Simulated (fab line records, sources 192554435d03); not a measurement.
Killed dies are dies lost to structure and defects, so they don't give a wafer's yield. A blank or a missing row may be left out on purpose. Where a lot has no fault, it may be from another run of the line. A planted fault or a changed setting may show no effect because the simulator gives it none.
Matching of chambers | flow n5-finfet | N5_MOL_CONTACT_COAG_ETCH_48 on rie-diel-02 has 4 sister chambers
The step etches SiOC in C4F6/O2, target depth 15 nm, overetch 4.5 nm, time 17 s. 18 wafers are shown with their chamber, then 9 later ones without.

== WAFERS WITH THEIR CHAMBER ==
wafer  | chamber | showerhead-plenum-p-Torr (Torr) | rf-vpp-V (V) | throttle-valve-pct (%)
L075.2 | 2       | 2.98                            | 1612         | 40.82
L075.4 | 1       | 2.96                            | 1589         | 40.41
L075.5 | 1       | 2.96                            | 1587         | 40.41
L077.1 | 0       | 2.73                            | 1595         | 40.61
L077.4 | 1       | 2.95                            | 1587         | 40.41
L077.6 | 3       | 2.74                            | 1582         | 40.77
L081.1 | 1       | 2.95                            | 1587         | 40.40
L081.2 | 2       | 2.98                            | 1611         | 40.81
L081.4 | 0       | 2.72                            | 1595         | 40.60
L082.1 | 3       | 2.74                            | 1583         | 40.74
L082.3 | 0       | 2.72                            | 1597         | 40.61
L082.6 | 1       | 2.95                            | 1587         | 40.37
L084.4 | 3       | 2.73                            | 1582         | 40.79
L084.5 | 1       | 2.95                            | 1587         | 40.43
L084.6 | 0       | 2.72                            | 1596         | 40.62
L085.1 | 0       | 2.72                            | 1596         | 40.63
L085.2 | 3       | 2.73                            | 1582         | 40.78
L085.6 | 1       | 2.95                            | 1587         | 40.42

SIGNATURES (averages over the wafers above)
reading                  | chamber 0 | chamber 1 | chamber 2 | chamber 3 | scatter within a chamber
showerhead-plenum-p-Torr | 2.7220    | 2.9529    | 2.9800    | 2.7350    | 0.0048
rf-vpp-V                 | 1595.80   | 1587.29   | 1611.50   | 1582.25   | 0.731
throttle-valve-pct       | 40.6140   | 40.4071   | 40.8150   | 40.7700   | 0.0171
Rule: for a wafer and a chamber, the distance is found by dividing, reading by reading, the gap between the wafer's reading and the chamber's mean by the reading's scatter, squaring, summing and taking the root. The wafer belongs to the nearest chamber; if the next one is less than 2 further off, it can't be placed. The scatter: take each reading less its chamber's mean, square it, sum over the shown wafers, divide by the number of wafers less the number of chambers, and take the root.

== WAFERS WHOSE CHAMBER IS MISSING ==
wafer  | showerhead-plenum-p-Torr (Torr) | rf-vpp-V (V) | throttle-valve-pct (%)
L087.2 | 2.97                            | 1612         | 40.80
L087.4 | 2.94                            | 1586         | 40.42
L087.6 | 2.72                            | 1595         | 40.62
L092.1 | 2.97                            | 1611         | 40.82
L092.2 | 2.94                            | 1586         | 40.42
L092.5 | 2.73                            | 1580         | 40.79
L097.3 | 2.94                            | 1584         | 40.47
L097.4 | 2.96                            | 1610         | 40.85
L097.5 | 2.93                            | 1585         | 40.45

== THE CHAMBER EACH PASSED THROUGH ==
wafer  | from the rows above | in truth
L087.2 | 2                   | 2
L087.4 | 1                   | 1
L087.6 | 0                   | 0
L092.1 | 2                   | 2
L092.2 | 1                   | 1
L092.5 | 3                   | 3
L097.3 | 1                   | 1
L097.4 | 2                   | 2
L097.5 | 1                   | 1
Correct placement for 9 of the 9. Can't be placed from these rows: 0. Placed wrongly: 0.
